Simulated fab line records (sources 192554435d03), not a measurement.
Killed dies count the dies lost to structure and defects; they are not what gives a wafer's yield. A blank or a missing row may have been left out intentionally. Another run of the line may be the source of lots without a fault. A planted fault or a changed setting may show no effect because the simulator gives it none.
Matching of chambers    flow n5Finfet    N5_BEOL_M0_SAQP_PECVD_03 on pecvd-03: 3 sister chambers
The step deposits SiCN from 3MS/NH3, target thk 12 nm, time 21.1 s. 3 wafers are shown with their chamber, then 8 later ones without.

## WAFERS, EACH WITH ITS CHAMBER
wafer   chamber  showerheadPlenumPTorr (Torr)
L494.1  0        3.650
L494.6  2        3.680
L496.2  1        3.670

## WAFERS WHOSE CHAMBER IS MISSING
wafer   showerheadPlenumPTorr (Torr)
L496.4  3.644
L496.5  3.677
L501.1  3.661
L501.4  3.670
L501.5  3.647
L502.3  3.650
L502.4  3.643
L502.5  3.674

## EACH ONE'S CHAMBER
wafer    from the rows above       in truth
L496.4   0                         0
L496.5   can't be placed: 2 or 1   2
L501.1   can't be placed: 1 or 0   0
L501.4   1                         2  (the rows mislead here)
L501.5   0                         0
L502.3   0                         0
L502.4   0                         0
L502.5   can't be placed: 1 or 2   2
Correctly placed: 4 of 8. Cannot be placed on the basis of these rows: 3; the candidates contain the true chamber in 3. Placed wrongly: 1.
How it was worked out, from the rows above alone: a wafer's distance from a chamber is the root of the sum, over the readings, of the square of ((its reading less the chamber's mean) divided by the reading's scatter). The wafer belongs to the nearest chamber; if the next one is less than 2 further off, it can't be placed. Each chamber's mean is taken over the wafers shown for it. The scatter: root of mean squared gap, hidden wafer to nearest shown wafer, with one shown wafer a chamber.
